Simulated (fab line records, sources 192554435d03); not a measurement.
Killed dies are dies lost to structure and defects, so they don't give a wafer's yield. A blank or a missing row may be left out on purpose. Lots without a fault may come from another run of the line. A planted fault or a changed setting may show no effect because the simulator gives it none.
Which tool did it? | flow n5_finfet | 9 lots, 27 wafers sampled, at 6 steps of a route of 1938

WHAT THE GAUGES READ, wafer by wafer
N5_SD_ACTIVATION_RS_MEAS_03: measures by four-point-probe.
lot  | measured    | on            | RS_SD_N (ohm/sq)  | RS_SD_P (ohm/sq)
L948 | day 3 10:08 | film_metro-01 | 21.68 21.87 22.08 | 56.0 55.7 56.5
L949 | day 3 15:11 | film_metro-02 | 22.08 22.12 22.21 | 55.6 54.7 55.4
L950 | day 4 01:01 | film_metro-01 | 21.88 22.02 21.77 | 54.6 55.1 54.1
L951 | day 4 04:20 | film_metro-01 | 21.80 21.76 21.42 | 55.9 56.8 55.8
L956 | day 5 11:20 | film_metro-01 | 22.15 22.31 21.98 | 56.1 56.9 56.4
L957 | day 5 17:14 | film_metro-02 | 23.44 23.15 23.39 | 57.4 56.5 55.8
L959 | day 6 05:24 | film_metro-01 | 23.70 23.72 23.64 | 55.2 54.6 55.2
L969 | day 8 17:43 | film_metro-01 | 21.78 21.94 21.77 | 55.0 55.9 56.2
L971 | day 9 04:53 | film_metro-02 | 21.69 22.06 22.42 | 56.4 55.8 56.2

N5_ILD0_THK_MEAS_04.
lot  | measured    | on            | thk_nm (nm)
L948 | day 3 13:14 | film_metro-02 | 197.8 197.7 196.8
L949 | day 3 18:17 | film_metro-01 | 198.1 197.3 197.0
L950 | day 4 04:02 | film_metro-01 | 198.3 198.4 198.0
L951 | day 4 07:20 | film_metro-01 | 198.1 197.8 198.2
L956 | day 5 14:20 | film_metro-02 | 198.0 197.6 196.3
L957 | day 5 20:14 | film_metro-02 | 197.6 198.0 197.6
L959 | day 6 08:25 | film_metro-02 | 198.1 198.7 197.5
L969 | day 8 20:51 | film_metro-01 | 196.3 197.7 197.6
L971 | day 9 07:52 | film_metro-01 | 198.4 196.9 198.6

N5_BEOL_M4_RC_MEAS_101.
lot  | measured     | on        | DIBL_N (mV/V)  | DIBL_P (mV/V)  | IOFF_N (nA/um)    | IOFF_P (nA/um)    | ION_N (uA/um) | ION_P (uA/um) | RC_DENSE_N (ohm.um) | RC_N (ohm.um)     | REXT_N (ohm.um) | RS_SD_N (ohm/sq) | SS_N (mV/dec)  | SS_P (mV/dec)  | VT_N (mV)         | VT_P (mV)
L948 | day 8 12:31  | prober-02 | 35.0 34.5 35.7 | 36.0 34.9 36.5 | 0.147 0.134 0.149 | 0.215 0.201 0.231 | 681 671 675   | 478 469 472   | 19.0 18.7 18.1      | 15.28 15.25 14.87 | 79.0 77.5 78.2  | 28.4 28.2 28.6   | 70.4 71.1 71.2 | 72.5 72.2 72.7 | 248.7 251.1 250.3 | -247.8 -247.9 -247.5
L949 | day 8 12:46  | prober-01 | 36.9 34.7 35.8 | 35.7 33.8 34.9 | 0.169 0.130 0.143 | 0.195 0.173 0.187 | 674 668 673   | 459 460 456   | 18.2 18.6 18.6      | 14.89 15.29 15.29 | 74.2 75.2 75.5  | 29.1 28.7 28.8   | 72.0 71.6 71.6 | 73.6 72.5 73.9 | 250.0 255.9 253.5 | -252.6 -253.0 -253.9
L950 | day 9 12:45  | prober-01 | 35.9 34.6 34.8 | 37.2 35.3 35.5 | 0.165 0.135 0.134 | 0.230 0.205 0.207 | 680 672 662   | 463 465 465   | 19.3 19.5 19.0      | 15.76 15.79 15.46 | 76.8 78.5 76.7  | 27.7 28.6 28.2   | 71.5 71.2 71.1 | 74.1 73.6 73.3 | 247.7 252.1 254.0 | -247.0 -247.1 -249.6
L951 | day 8 20:49  | prober-01 | 38.0 37.3 37.5 | 35.9 34.0 34.4 | 0.154 0.138 0.139 | 0.196 0.168 0.178 | 667 668 671   | 454 448 457   | 18.6 19.1 19.2      | 15.22 15.51 15.54 | 75.7 75.3 74.1  | 28.1 27.8 27.8   | 71.5 71.7 71.3 | 73.9 72.9 73.1 | 250.2 249.0 252.9 | -250.9 -253.1 -254.4
L956 | day 10 23:22 | prober-01 | 37.4 36.4 38.7 | 38.2 36.8 39.7 | 0.177 0.162 0.215 | 0.241 0.219 0.275 | 680 678 690   | 465 466 469   | 18.6 18.6 18.4      | 15.28 15.21 15.11 | 77.1 77.9 77.0  | 28.6 28.4 28.4   | 72.0 71.5 72.2 | 73.2 72.6 73.7 | 249.7 248.2 247.5 | -247.3 -247.1 -246.1
L957 | day 11 06:45 | prober-01 | 32.8 32.5 33.9 | 35.7 35.0 36.7 | 0.113 0.103 0.122 | 0.202 0.192 0.220 | 647 651 663   | 464 464 470   | 20.4 20.8 20.2      | 16.61 16.99 16.40 | 85.8 86.8 85.2  | 30.4 30.1 30.2   | 70.9 70.3 71.6 | 73.1 73.6 73.2 | 254.6 256.6 253.7 | -249.8 -248.7 -248.1
L959 | day 11 22:42 | prober-02 | 32.0 32.5 34.7 | 35.3 35.4 38.1 | 0.102 0.113 0.139 | 0.196 0.199 0.238 | 637 664 660   | 457 462 470   | 20.5 20.9 20.7      | 16.86 17.20 16.75 | 83.1 83.7 83.4  | 30.7 30.7 30.6   | 71.1 70.8 71.8 | 73.2 73.5 73.6 | 258.6 257.2 253.9 | -250.8 -251.9 -248.4
L969 | day 15 11:11 | prober-02 | 34.5 33.6 34.5 | 36.3 33.6 35.7 | 0.150 0.121 0.142 | 0.208 0.162 0.187 | 664 659 665   | 459 449 454   | 18.8 19.0 19.3      | 15.36 15.49 15.69 | 77.9 78.6 77.9  | 28.4 28.3 28.4   | 70.8 70.5 70.2 | 73.9 73.1 72.9 | 246.7 250.9 249.3 | -250.5 -253.8 -254.0
L971 | day 14 15:33 | prober-01 | 34.3 33.8 34.8 | 36.0 35.2 36.4 | 0.141 0.135 0.147 | 0.198 0.188 0.205 | 673 665 668   | 466 460 463   | 18.7 19.2 18.8      | 15.20 15.54 15.49 | 78.2 79.7 79.0  | 27.8 28.5 28.7   | 71.7 71.2 71.6 | 73.2 73.0 73.7 | 251.4 251.8 250.1 | -252.4 -251.7 -252.6

WHICH TOOL RAN EACH LOT (tool, then ch and the chambers of the sampled wafers, then the start)
lot  | N5_SD_EPI_N_EPI_21             | N5_SD_EPI_P_ETCHBACK_46           | N5_SD_ACTIVATION_LSA_01
L948 | epi_rpcvd-03 ch 0, day 3 02:19 | rie_diel-02 ch 2,3, day 3 05:33   | laser_anneal-01 ch 0, day 3 09:56
L949 | epi_rpcvd-02 ch 0, day 3 08:08 | rie_diel-03 ch 2,3, day 3 11:25   | laser_anneal-02 ch 0, day 3 14:59
L950 | epi_rpcvd-02 ch 0, day 3 15:33 | rie_diel-06 ch 2,3, day 3 19:19   | laser_anneal-01 ch 0, day 4 00:49
L951 | epi_rpcvd-02 ch 0, day 3 21:10 | rie_diel-06 ch 1,2, day 4 00:17   | laser_anneal-02 ch 0, day 4 04:08
L956 | epi_rpcvd-02 ch 0, day 5 02:38 | rie_diel-02 ch 0,3, day 5 05:36   | laser_anneal-01 ch 0, day 5 11:08
L957 | epi_rpcvd-02 ch 0, day 5 08:38 | rie_diel-02 ch 1,2,3, day 5 11:31 | laser_anneal-02 ch 0, day 5 17:02
L959 | epi_rpcvd-02 ch 0, day 5 21:44 | rie_diel-03 ch 2,3, day 6 00:49   | laser_anneal-01 ch 0, day 6 05:11
L969 | epi_rpcvd-02 ch 0, day 8 10:47 | rie_diel-06 ch 1,2, day 8 13:45   | laser_anneal-02 ch 0, day 8 17:32
L971 | epi_rpcvd-02 ch 0, day 8 22:20 | rie_diel-06 ch 0,2,3, day 9 01:05 | laser_anneal-02 ch 0, day 9 04:42
- N5_SD_EPI_N_EPI_21: deposits Si:P, time 690 s.
- N5_SD_EPI_P_ETCHBACK_46: etches SiNx in CH3F/O2, stops on SiO2, target depth 17.5 nm.
- N5_SD_ACTIVATION_LSA_01: time 0.0008 s.

WHAT THE TOOLS THEMSELVES READ (means of the sampled wafers that have a number; where no wafer has one, the mark that the record gives instead)
N5_SD_EPI_N_EPI_21.
lot  | tool         | susceptor_temp_C (C)
L948 | epi_rpcvd-03 | 680.0
L949 | epi_rpcvd-02 | 679.8
L950 | epi_rpcvd-02 | 680.2
L951 | epi_rpcvd-02 | 680.3
L956 | epi_rpcvd-02 | 679.8
L957 | epi_rpcvd-02 | 680.0
L959 | epi_rpcvd-02 | 679.7
L969 | epi_rpcvd-02 | 680.3
L971 | epi_rpcvd-02 | 680.7

N5_SD_EPI_P_ETCHBACK_46.
lot  | tool        | CH3F_flow_sccm (sccm) | drypump_motor_current_A (A) | oes_product_au (a.u.) | rf_vpp_V (V) | showerhead_plenum_p_Torr (Torr) | throttle_valve_pct (%)
L948 | rie_diel-02 | 30.06                 | 5.7                         | 0.66                  | 299.3        | 2.06                            | 16.11
L949 | rie_diel-03 | 30.11                 | 6.0                         | 0.65                  | 298.9        | 2.02                            | 16.39
L950 | rie_diel-06 | 30.00                 | 5.9                         | 0.74                  | 299.3        | 1.95                            | 16.08
L951 | rie_diel-06 | 29.99                 | 5.8                         | 0.67                  | 298.7        | 1.87                            | 16.33
L956 | rie_diel-02 | 30.05                 | 5.1                         | 0.61                  | 298.4        | 2.05                            | 16.42
L957 | rie_diel-02 | 29.97                 | 5.6                         | 0.64                  | 298.4        | 2.05                            | 16.21
L959 | rie_diel-03 | 30.02                 | 6.1                         | 0.64                  | 299.3        | 2.02                            | 16.43
L969 | rie_diel-06 | 29.88                 | 5.5                         | 0.63                  | 299.2        | 1.87                            | 16.51
L971 | rie_diel-06 | 30.09                 | 5.8                         | 0.73                  | 299.9        | 1.97                            | 16.16

N5_SD_ACTIVATION_LSA_01.
lot  | tool            | wafer_temp_C_max
L948 | laser_anneal-01 | 1084.1
L949 | laser_anneal-02 | 1084.1
L950 | laser_anneal-01 | 1084.0
L951 | laser_anneal-02 | 1084.5
L956 | laser_anneal-01 | 1083.5
L957 | laser_anneal-02 | 1084.5
L959 | laser_anneal-01 | 1084.4
L969 | laser_anneal-02 | 1085.6
L971 | laser_anneal-02 | 1083.7

THE ANSWER, worked out from the rows above alone
Rule: what is usual is taken from the lots themselves. Put in order of their means at a reading, lots are off if they are a third of the lots or fewer, leave a main group of 4 or more, and stand apart from it by a gap of 3 or more times the standard deviation of the main group's means; of several such gaps the widest counts. A main group whose means are all the same, to the digits that the tables above print for the reading, isn't used. A lot without any number at a reading at which 4 lots or more have one is off too. The other lots that the step has rows for count as sound. The gauges are gone through in route order, then the tools' own readings, and for those a lot's mean is taken as printed above. The first step at which some lot is off is used, and at that step the reading that is off furthest; a lot without a number counts as furthest.
Off: L957, L959, at N5_SD_ACTIVATION_RS_MEAS_03 (RS_SD_N). The main group: mean 21.94 ohm/sq, standard deviation 0.17.
A tool fits if, at a process step before that reading, it ran every lot that is off, and no sound lot after the first of them. The gauges at N5_SD_ACTIVATION_RS_MEAS_03 aren't tried: what is off there is off at N5_BEOL_M4_RC_MEAS_101 too, on other tools, and a gauge's error can't cause that. None of those tried fits.

WHAT THE SIMULATOR HAD PUT IN
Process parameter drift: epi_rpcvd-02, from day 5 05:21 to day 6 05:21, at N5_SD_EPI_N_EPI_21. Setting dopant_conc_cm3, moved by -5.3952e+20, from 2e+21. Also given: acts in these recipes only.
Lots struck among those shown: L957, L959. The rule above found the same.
